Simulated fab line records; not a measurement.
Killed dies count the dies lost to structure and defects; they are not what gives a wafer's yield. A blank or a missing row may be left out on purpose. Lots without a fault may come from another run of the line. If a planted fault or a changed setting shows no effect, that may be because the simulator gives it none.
Matching of chambers :: flow n5_finfet :: rie_diel-03 running N5_BEOL_M14_DESCUM_15: 4 sister chambers
The step chemistry O2, time 7.9 s. 8 wafers are shown with their chamber, then 8 later ones without.

== WAFERS WITH THEIR CHAMBER ==
wafer: L075.6
chamber: 1
drypump_motor_current_A (A): 5.7
showerhead_plenum_p_Torr (Torr): 2.13

wafer: L074.5
chamber: 0
drypump_motor_current_A (A): 5.4
showerhead_plenum_p_Torr (Torr): 2.01

wafer: L083.5
chamber: 0
drypump_motor_current_A (A): 5.3
showerhead_plenum_p_Torr (Torr): 2.00

wafer: L083.6
chamber: 1
drypump_motor_current_A (A): 5.7
showerhead_plenum_p_Torr (Torr): 2.13

wafer: L085.2
chamber: 2
drypump_motor_current_A (A): 5.7
showerhead_plenum_p_Torr (Torr): 2.20

wafer: L085.3
chamber: 3
drypump_motor_current_A (A): 6.6
showerhead_plenum_p_Torr (Torr): 2.18

wafer: L085.4
chamber: 2
drypump_motor_current_A (A): 5.7
showerhead_plenum_p_Torr (Torr): 2.20

wafer: L086.1
chamber: 3
drypump_motor_current_A (A): 6.6
showerhead_plenum_p_Torr (Torr): 2.18

== WAFERS WITH NO CHAMBER GIVEN ==
wafer: L086.5
drypump_motor_current_A (A): 5.7
showerhead_plenum_p_Torr (Torr): 2.12

wafer: L086.6
drypump_motor_current_A (A): 5.4
showerhead_plenum_p_Torr (Torr): 2.00

wafer: L091.1
drypump_motor_current_A (A): 5.7
showerhead_plenum_p_Torr (Torr): 2.20

wafer: L091.2
drypump_motor_current_A (A): 5.6
showerhead_plenum_p_Torr (Torr): 2.12

wafer: L091.3
drypump_motor_current_A (A): 6.6
showerhead_plenum_p_Torr (Torr): 2.18

wafer: L096.1
drypump_motor_current_A (A): 5.3
showerhead_plenum_p_Torr (Torr): 2.26

wafer: L096.2
drypump_motor_current_A (A): 5.7
showerhead_plenum_p_Torr (Torr): 2.19

wafer: L096.4
drypump_motor_current_A (A): 5.6
showerhead_plenum_p_Torr (Torr): 2.12

== EACH ONE'S CHAMBER ==
wafer: L086.5
from the rows above: 1
in truth: 1

wafer: L086.6
from the rows above: 0
in truth: 0

wafer: L091.1
from the rows above: 2
in truth: 2

wafer: L091.2
from the rows above: 1
in truth: 1

wafer: L091.3
from the rows above: 3
in truth: 3

wafer: L096.1
from the rows above: 2
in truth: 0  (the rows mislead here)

wafer: L096.2
from the rows above: 2
in truth: 2

wafer: L096.4
from the rows above: 1
in truth: 1
Placed correctly: 7 of 8. Can't be placed from these rows: 0. Placed wrongly: 1.
How it was worked out, from the rows above alone: a wafer's distance from a chamber is the root of the sum, over the readings, of the square of ((its reading less the chamber's mean) divided by the reading's scatter). If the next closest chamber is less than 2 further off than the closest, the wafer can't be placed; otherwise it belongs to the closest. For every chamber, the mean is computed from those of its wafers that are shown. The scatter is the square root of a quotient: the sum, over the shown wafers, of each reading's squared deviation from its chamber's mean, divided by wafers minus chambers.
